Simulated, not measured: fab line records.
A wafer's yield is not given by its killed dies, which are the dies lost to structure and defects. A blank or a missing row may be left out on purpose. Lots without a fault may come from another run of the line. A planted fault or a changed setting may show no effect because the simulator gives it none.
fab line records	flow n5-finfet
[record] lots = 10	wafers = 27	last-day = 17
route steps=1938 shown BEOL_M11@1586 BEOL_M12@1602 PASSIVATION@1936
lots that met no fault: from a run of the same line without faults
start-h: hours from the record's opening day to when the first of the lot's shown wafers began	wait-h: hours from the lot's prior step to this one	" identical to the entry in the row above	L1.1+2: one row covering several wafers at once	- no value, or no start was given	* or withheld: withheld	< > ~ a bound
route shown NAME@n: NAME is a module with steps in the file, n the number in the route of the first one	usual: mean/standard deviation of fault-free wafers	same: alike in all rows	chamber/n: place in a boat	sites: readings site by site	_std_site: the standard deviation of these	_edge_site: inner sites' mean taken away from outer sites' mean	radius-mm: for every site, how far away it sits from the centre of the wafer	mask NAME#n: copy n	behind: the most recent tool/chamber to have shaped the wafer	hold: the reason the lot was held/the length of the hold in hours/how it ended	device: names the non-switching transistor (n, p or np)	end of line: at the end of the route, the tests of the same wafers	a step without rows: its recipe alone	killed: the dies lost at the first sort to structure and to defects; this is not the yield of the wafer	map: a wafer's dies, marking killed ones x, the rest . and places with no die _
set.NAME: the setting as run; set.NAME@STEP: as run at that earlier step	model.NAME: the simulator's own value behind a step, which no gauge read
a sample of lots followed through the steps of the route, with each step as a table and each wafer as a row
services: the hour from which a tool's chamber was out of use, counted from the record's first day as start-h (under 0 if before that day), plus the number of hours and why
[[steps]]
[step N5_BEOL_M11_CD_MEAS_35]
[recipe] target-cd-nm = 70	polarity = opening
[usual] cd-nm = 69.9/0.59
lot.wafer	tool	chamber	start-h	wait-h	cd-nm
L579.2	cd-sem-03	-	229.10	0.0	70.1
L579.3	"	-	"	"	70.1
L579.4	"	-	"	"	70.6
L580.1	cd-sem-02	-	241.40	0.0	70.5
L580.2	"	-	"	"	70.1
L580.5	"	-	"	"	69.2
L582.3	cd-sem-01	-	247.42	0.0	69.1
L582.5	"	-	"	"	69.6
L582.6	"	-	"	"	69.1
L583.1	cd-sem-03	-	253.91	0.0	69.8
L583.4	"	-	"	"	70.8
L583.5	"	-	"	"	69.8
L589.1	cd-sem-01	-	272.97	0.0	68.9
L589.3	"	-	"	"	69.4
L589.6	"	-	"	"	69.5
L587.1	cd-sem-02	-	279.56	0.0	68.3
L587.3	"	-	"	"	69.6
L587.5	"	-	"	"	68.3
L592.1	cd-sem-03	-	318.64	0.0	69.5
L592.6	"	-	"	"	69.9
L595.1	cd-sem-03	-	322.65	0.0	70.1
L595.3	"	-	"	"	70.0
L598.1	cd-sem-02	-	344.47	0.0	71.0
L598.6	"	-	"	"	71.0
L602.1	cd-sem-01	-	363.65	0.0	70.4
L602.3	"	-	"	"	70.5
L602.6	"	-	"	"	70.2
[step N5_BEOL_M11_ALD_74]
[recipe] material = TaN	target-thk-a = 20	temp-c = 275	ald-precursor-family = PDMAT	ald-co-reactant = NH3	pressure-torr = 3	carrier-flow-sccm = 1500	pulse-time-s = 2	purge-time-s = 3	co-reactant-purge-time-s = 2	co-reactant-pulse-time-s = 3	ald-cycles = 40	precursor-vessel-temp-c = 75	precursor-vessel-pressure-torr = 26.25	precursor-vessel-carrier-sccm = 1000
[usual] heater-power-w = 437/33	mfc-carrier-sccm = 1499/4.9	precursor-vessel-temp-c = 75.00/0.12
[same] ald-cycles = 40	purge-time-s = 3
lot.wafer	tool	chamber	start-h	wait-h	heater-power-w	mfc-carrier-sccm	precursor-vessel-temp-c
L579.2	ald-metal-03	2	229.65	0.0	462	1501	74.97
L579.3	"	0	"	"	442	1492	74.99
L579.4	"	1	"	"	393	1497	75.11
L580.1	ald-metal-01	3	242.42	0.1	482	1503	75.03
L580.2	"	0	"	"	425	1504	74.98
L580.5	"	0	"	"	428	1505	75.08
L582.3	ald-metal-03	0	248.16	0.0	428	1500	75.16
L582.5	"	3	"	"	404	1499	75.03
L582.6	"	0	"	"	433	1499	74.96
L583.1	ald-metal-03	3	254.39	0.0	405	1491	75.21
L583.4	"	1	"	"	393	1496	74.92
L583.5	"	3	"	"	398	1494	74.95
L589.1	ald-metal-04	3	273.65	0.1	427	1499	75.05
L589.3	"	0	"	"	470	1492	74.89
L589.6	"	1	"	"	451	1498	74.88
L587.1	ald-metal-04	0	280.71	0.0	464	1498	74.85
L587.3	"	2	"	"	436	1497	74.87
L587.5	"	3	"	"	430	1501	74.97
L592.1	ald-metal-04	2	319.19	0.1	447	1498	75.01
L592.6	"	1	"	"	453	1500	75.07
L595.1	ald-metal-04	0	325.00	0.3	471	1504	74.99
L595.3	"	3	"	"	420	1502	74.94
L598.1	ald-metal-04	2	345.17	0.2	442	1506	75.01
L598.6	"	1	"	"	469	1498	75.06
L602.1	ald-metal-04	3	367.54	0.0	424	1496	75.14
L602.3	"	0	"	"	474	1489	74.94
L602.6	"	0	"	"	466	1491	74.99
[step N5_BEOL_M12_ILD_DEP_00]
[recipe] material = SiOC	target-thk-a = 6589.2	temp-c = 350	precursor = DEMS/O2	pressure-torr = 5	rf-w = 500	time-s = 130.7
[usual] heater-power-w = 474/60	rf-fwd-power-W = 498.0/1.6	run-length-s = 175.2/0.6	showerhead-plenum-p-Torr = 5.693/0.018	throttle-valve-pct = 12.1/0.65
lot.wafer	tool	chamber	start-h	wait-h	heater-power-w	rf-fwd-power-W	run-length-s	showerhead-plenum-p-Torr	throttle-valve-pct
L579.2	pecvd-03	2	231.82	0.0	436	499.1	174.9	5.682	11.1
L579.3	"	1	"	"	417	496.6	175.2	5.709	12.9
L579.4	"	1	"	"	451	496.3	174.7	5.712	13.2
L580.1	pecvd-03	2	244.02	0.0	481	499.2	174.8	5.672	11.4
L580.2	"	1	"	"	459	496.6	174.7	5.697	13.2
L580.5	"	0	"	"	589	499.2	174.2	5.698	12.2
L582.3	pecvd-03	0	249.82	0.0	575	500.1	174.1	5.715	12.4
L582.5	"	2	"	"	510	494.4	175.2	5.690	11.1
L582.6	"	1	"	"	481	497.0	175.0	5.701	13.0
L583.1	pecvd-01	0	257.12	0.0	510	498.9	175.4	5.669	12.0
L583.4	"	0	"	"	526	498.9	175.9	5.689	11.9
L583.5	"	1	"	"	352	499.3	176.3	5.723	12.5
L589.1	pecvd-03	0	275.21	0.0	541	498.4	174.7	5.703	12.2
L589.3	"	1	"	"	482	495.9	175.5	5.711	13.0
L589.6	"	1	"	"	521	497.2	175.6	5.715	13.0
L587.1	pecvd-02	0	283.50	0.0	538	498.6	175.2	5.669	12.2
L587.3	"	2	"	"	473	497.5	175.5	5.673	11.3
L587.5	"	1	"	"	479	497.5	175.8	5.718	12.7
L592.1	pecvd-03	1	321.03	0.0	504	-	123.5	5.691	13.1
L592.6	"	1	"	"	403	-	123.4	5.697	12.9
L595.1	pecvd-03	2	326.92	0.0	498	-	124.0	5.673	11.4
L595.3	"	1	"	"	496	499.8	174.9	5.718	12.8
L598.1	pecvd-03	1	347.37	0.0	407	-	123.7	5.709	13.1
L598.6	"	0	"	"	562	-	123.7	5.724	12.4
L602.1	pecvd-02	2	369.42	0.0	380	498.9	175.9	5.690	11.2
L602.3	"	0	"	"	494	497.5	175.2	5.666	11.9
L602.6	"	0	"	"	517	496.1	175.1	5.666	12.1
[step N5_BEOL_M12_THK_MEAS_01]
[recipe] reads = SiOC_of_BEOL_M12_ILD_DEP_00
[usual] M12_ILD_THK = 657/8.9
lot.wafer	tool	chamber	start-h	wait-h	M12_ILD_THK[nm]
L579.2	film-metro-02	-	231.95	0.1	664
L579.3	"	-	"	"	657
L579.4	"	-	"	"	663
L580.1	film-metro-02	-	244.15	0.1	651
L580.2	"	-	"	"	651
L580.5	"	-	"	"	675
L582.3	film-metro-02	-	249.95	0.1	649
L582.5	"	-	"	"	661
L582.6	"	-	"	"	663
L583.1	film-metro-01	-	257.25	0.1	652
L583.4	"	-	"	"	654
L583.5	"	-	"	"	660
L589.1	film-metro-02	-	275.34	0.1	650
L589.3	"	-	"	"	652
L589.6	"	-	"	"	666
L587.1	film-metro-02	-	283.64	0.1	662
L587.3	"	-	"	"	658
L587.5	"	-	"	"	667
L592.1	film-metro-02	-	321.16	0.1	390
L592.6	"	-	"	"	399
L595.1	film-metro-02	-	327.06	0.1	388
L595.3	"	-	"	"	644
L598.1	film-metro-01	-	347.51	0.1	389
L598.6	"	-	"	"	400
L602.1	film-metro-02	-	369.55	0.1	655
L602.3	"	-	"	"	665
L602.6	"	-	"	"	674
[step N5_BEOL_M12_OVL_MEAS_11]
[recipe] points-per-wafer = 44
[usual] V11_OVL = -2/5.4
lot.wafer	tool	chamber	start-h	wait-h	V11_OVL[nm]
L579.2	overlay-01	0	232.28	0.0	-6
L579.3	"	0	"	"	-10
L579.4	"	0	"	"	1
L580.1	overlay-02	0	244.60	0.0	-4
L580.2	"	0	"	"	-1
L580.5	"	0	"	"	-6
L582.3	overlay-01	0	250.41	0.0	-1
L582.5	"	0	"	"	-3
L582.6	"	0	"	"	-7
L583.1	overlay-02	0	257.71	0.0	6
L583.4	"	0	"	"	-9
L583.5	"	0	"	"	7
L589.1	overlay-01	0	275.82	0.0	-3
L589.3	"	0	"	"	-5
L589.6	"	0	"	"	-7
L587.1	overlay-01	0	283.97	0.0	-8
L587.3	"	0	"	"	-5
L587.5	"	0	"	"	-12
L592.1	overlay-02	0	321.62	0.0	-6
L592.6	"	0	"	"	5
L595.1	overlay-01	0	327.39	0.0	-1
L595.3	"	0	"	"	-5
L598.1	overlay-01	0	347.84	0.0	5
L598.6	"	0	"	"	5
L602.1	overlay-02	0	370.01	0.0	-13
L602.3	"	0	"	"	-6
L602.6	"	0	"	"	-2
[step N5_BEOL_M12_STRIP_63]
[recipe] chemistry = N2/H2	power-w = 1000	temp-c = 250	h2-frac = 0.65	overash-fraction = 0.3	pressure-mtorr = 1000	n2-flow-sccm = 1750	h2-flow-sccm = 3250
[usual] chamber-pressure-mTorr = 999.9/0.8	drypump-motor-current-A = 5.8/0.45	heater-power-w = 329/29	oes-product-au = 0.693/0.0049	strip-time-to-endpoint-s = 42.6/0.85
lot.wafer	tool	chamber	start-h	wait-h	chamber-pressure-mTorr	drypump-motor-current-A	heater-power-w	oes-product-au	rf-hours-counter-h	strip-time-to-endpoint-s
L579.2	plasma-asher-02	1	232.63	-	999.3	5.3	359	0.692	123	41.3
L579.3	"	0	"	"	1000.8	5.9	331	0.691	-	42.1
L579.4	"	1	"	"	1000.3	5.3	361	0.693	-	41.4
L580.1	plasma-asher-02	0	245.80	-	999.9	5.9	325	0.702	125	43.7
L580.2	"	1	"	"	1000.5	5.3	364	0.692	125	43.3
L580.5	"	1	"	"	999.9	5.3	372	0.703	-	41.9
L582.3	plasma-asher-02	1	251.55	-	1000.1	5.3	359	0.696	-	43.4
L582.5	"	1	"	"	1000.4	5.3	365	0.697	-	42.8
L582.6	"	0	"	"	999.3	5.8	329	0.687	-	43.1
L583.1	plasma-asher-02	1	258.23	-	1000.1	5.3	363	0.695	128	43.1
L583.4	"	1	"	"	1001.0	5.3	365	0.693	-	42.6
L583.5	"	1	"	"	1000.3	5.3	365	0.701	-	42.6
L589.1	plasma-asher-02	1	276.16	-	999.7	5.2	373	0.690	131	43.1
L589.3	"	0	"	"	999.6	5.9	326	0.693	-	42.6
L589.6	"	0	"	"	1001.1	5.9	329	0.698	-	41.4
L587.1	plasma-asher-02	1	284.31	-	1000.2	5.3	368	0.691	133	41.6
L587.3	"	1	"	"	1000.1	5.3	369	0.690	-	43.0
L587.5	"	0	"	"	1001.5	5.9	323	0.682	-	42.2
L592.1	plasma-asher-02	0	322.26	-	1001.4	5.9	325	0.786	140	63.0
L592.6	"	1	"	"	1000.5	5.3	368	0.785	-	62.6
L595.1	plasma-asher-01	0	327.73	-	1001.7	6.6	280	0.792	81	63.6
L595.3	"	1	"	"	999.3	5.8	331	0.697	-	44.1
L598.1	plasma-asher-01	1	348.40	-	1001.2	5.8	329	0.791	87	63.4
L598.6	"	1	"	"	1000.2	5.8	329	0.775	-	62.5
L602.1	plasma-asher-02	1	370.36	-	998.8	5.3	365	0.687	148	43.5
L602.3	"	0	"	"	1001.7	5.9	324	0.693	-	42.5
L602.6	"	1	"	"	1001.0	5.3	358	0.689	-	41.9
[step N5_PASSIVATION_PROBE_49]
[usual] defect-limited-yield = 91.2/1.4	killed_at_M0_to_M3 = 34/9.4	killed_at_M4_up = 13/5.8	killed-at-contacts = 13/6.4	killed-at-front-end = 41/11	killed-at-other = 3.1/2.3	killed-dies = 103/16	killed-open = 69/12	killed-short = 33/7.8	sort_bin_5_function = 5.1/0.91	sort_bin_6_memory = 3.3/0.63	sort-n-pass = 1077/16	sort-yield-pct = 91.2/1.4
[same] gross-dies = 1180	killed-at-back-side = 0	sort_bin_4_leakage[%] = 0	sort_bin_8_speed[%] = 0
lot.wafer	tool	chamber	start-h	wait-h	defect-limited-yield[%]	killed_at_M0_to_M3	killed_at_M4_up	killed-at-contacts	killed-at-front-end	killed-at-other	killed-dies	killed-open	killed-short	sort_bin_5_function[%]	sort_bin_6_memory[%]	sort-n-pass	sort-yield-pct[%]
L587.3	prober-01	-	320.45	0.1	90.6	45	5	6	52	3	111	79	32	5.5	3.4	1069	90.6
L595.1	prober-01	-	362.07	0.0	92.5	25	5	20	33	5	88	55	33	4.6	2.6	1092	92.5
L595.3	prober-01	-	362.17	0.1	90.6	36	7	21	41	6	111	66	45	5.2	3.7	1069	90.6
L592.1	prober-02	-	365.00	0.0	91.7	23	16	24	26	9	98	70	26	4.9	3.0	1082	91.7
// killed by level:class
L587.3 BEOL_M1:geometric-particle:open=12 FIN_SAQP:geometric-particle:short=11 STI_FIN_REVEAL:geometric-particle:open=11 BEOL_M2:geometric-particle:open=11 FIN_SAQP:geometric-particle:open=10 BEOL_M0_SAQP:geometric-particle:open=7 BEOL_M0_SAQP:geometric-particle:short=5 MOL_CONTACT_COAG:geometric-particle:open=5
L595.1 MOL_CONTACT_COAG:geometric-particle:open=15 DUMMY_GATE:geometric-particle:open=7 BEOL_M0_SAQP:geometric-particle:short=7 BEOL_M3:geometric-particle:open=6 BEOL_M0_SAQP:geometric-particle:open=6 FIN_SAQP:geometric-particle:short=5 MOL_CONTACT_COAG:geometric-particle:short=5 FIN_SAQP:geometric-particle:open=3
L595.3 MOL_CONTACT_COAG:geometric-particle:open=14 BEOL_M0_SAQP:geometric-particle:short=12 BEOL_M0_SAQP:geometric-particle:open=10 FIN_SAQP:geometric-particle:open=9 GATE_CUT:geometric-particle:short=8 BEOL_M3:geometric-particle:open=8 FIN_SAQP:geometric-particle:short=7 MOL_CONTACT_COAG:geometric-particle:short=7
L592.1 MOL_CONTACT_COAG:geometric-particle:open=21 STI_FIN_REVEAL:geometric-particle:open=9 BEOL_M4:geometric-particle:open=7 BEOL_M1:geometric-particle:open=6 BEOL_M0_SAQP:geometric-particle:short=5 BEOL_M2:geometric-particle:open=5 PAD_METAL:geometric-particle:short=5 DUMMY_GATE:geometric-particle:open=4
[[services]]
tool	chamber	start-h	hours	kind
ald-metal-03	-	206.57	4.3	pm
ald-metal-01	0	211.37	11.5	repair
ald-metal-01	1	217.23	12.6	repair
pecvd-02	-	227.83	0.8	repair
pecvd-03	2	250.98	2.1	scheduled-down
ald-metal-04	-	264.02	2.8	pm
ald-metal-01	0	264.08	25.0	repair
pecvd-03	-	275.77	0.4	repair
pecvd-03	-	280.65	5.5	pm
ald-metal-03	-	290.88	8.7	pm
plasma-asher-02	-	300.94	4.3	pm
pecvd-01	0	308.57	10.3	repair
plasma-asher-01	-	308.79	9.2	repair
plasma-asher-02	-	328.43	4.1	repair
pecvd-01	-	334.76	2.8	pm
ald-metal-03	-	337.25	14.0	pm
ald-metal-03	0	337.25	14.0	vent-cycle
ald-metal-03	1	337.25	14.0	vent-cycle
ald-metal-03	2	337.25	14.0	vent-cycle
ald-metal-03	3	337.25	14.0	vent-cycle
ald-metal-03	0	351.25	-	clean
ald-metal-03	1	351.25	-	clean
ald-metal-03	2	351.25	-	clean
ald-metal-03	3	351.25	-	clean
[[key]]
[first-sign] step = N5_BEOL_M12_ILD_DEP_00	reading = run-length-s	direction = down	sigmas = 86	usual = *	struck = *
[effect] step = N5_BEOL_M12_THK_MEAS_01	reading = M12_ILD_THK	direction = down	sigmas = 30	usual = 657	struck = 393
[effect] step = N5_BEOL_M12_STRIP_63	reading = strip-time-to-endpoint-s	direction = up	sigmas = 24	usual = *	struck = *
met-at N5_BEOL_M12_ILD_DEP_00
struck-lots L592,L595,L598
struck-wafers L592.1,L592.6,L595.1,L598.1,L598.6
not-acting-at N5_BEOL_M11_CD_MEAS_35,N5_BEOL_M11_ALD_74,N5_BEOL_M12_OVL_MEAS_11
onset-between 275.21 321.03
[fault] kind = process-parameter-drift	tool = pecvd-03	chamber = -	onset-h = 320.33	steps = N5_BEOL_M12_ILD_DEP_00	channel = time-s	offset = *	shape = step	end-h = 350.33	scope = struck-wafers-only	acts-in = *	stated = *
